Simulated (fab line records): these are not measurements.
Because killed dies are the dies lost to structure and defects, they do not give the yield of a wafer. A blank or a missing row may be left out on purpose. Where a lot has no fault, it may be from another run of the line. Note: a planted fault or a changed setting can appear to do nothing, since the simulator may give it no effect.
A struck lot beside a sound one || flow nandHarc || 14 out of 1302 route steps
Sound: wafers L638.2, L638.5, L638.6. Struck: wafers L630.3, L630.5, L630.6. The cause comes at the end.
For every step that has rows: the tool of each side, followed by ch and its chambers, followed by its first start. Under that, the readings that differ: sound wafers || struck wafers || difference of the means || sigmas: that difference in standard deviations of wafers without a fault.
alike: words and numbers the same on both sides, and readings whose means are apart by under 2 such deviations; not compared: readings that were withheld, readings missing a value for some wafer, numbers with overlapping values and no deviation given by the record, and bounds like >300 which may hide the same value.
A row with sigmas, a row that says differs or no value, or rows on one side alone: a step with any of these is where the two part. Numbers that don't overlap but have no deviation are shown without sigmas and don't part them. A reading that every wafer of one side lacks parts them only if that side has two wafers or more.

NHARC_P_ZERO_WELL_INSPECT_43:
  sound: defectInspect-02 at day 10 01:41; struck: defectInspect-02 at day 6 17:29
  alike: rawDefectCount
then, 11 steps without rows for these wafers: NHARC_P_STI_ETCH_26 (etches SiO2 in dHF, target depth 11 nm); NHARC_P_STI_PRECLEAN_27 (cleans in SC1); NHARC_P_STI_SRD_28; NHARC_P_STI_OXIDE_29 (material SiO2, target thk 10 nm, ox time 1362 s); NHARC_P_STI_HM_DEP_30 (deposits Si3N4, target thk 80 nm, time 873 s); NHARC_P_STI_DEHYDRATE_01 (time 120 s); NHARC_P_STI_HMDS_02 (time 30 s); NHARC_P_STI_COAT_41 (time 65 s); NHARC_P_STI_COAT_03 (resist thk 600 nm); NHARC_P_STI_SOFTBAKE_04 (time 70 s); NHARC_P_STI_EBR_05.
NHARC_P_STI_EXPOSE_06: exposes mask P STI, target cd 200 nm.
  struck on krfScanner-02, day 7 10:47; sound on krfScanner-02 ch 0, day 10 18:22
  no value came back on the struck wafers for exposureDoseMJCm2, focusOffsetNm (nm); on the sound wafers exposureDoseMJCm2 reads 38.00 38.00 38.04
  alike: mask
then, 1 step without rows for these wafers: NHARC_P_STI_PEB_07 (peb time 80 s).

== WHERE THEY PART ==
Within this record, at NHARC_P_STI_EXPOSE_06 only.

WHY: the cause the simulator had injected
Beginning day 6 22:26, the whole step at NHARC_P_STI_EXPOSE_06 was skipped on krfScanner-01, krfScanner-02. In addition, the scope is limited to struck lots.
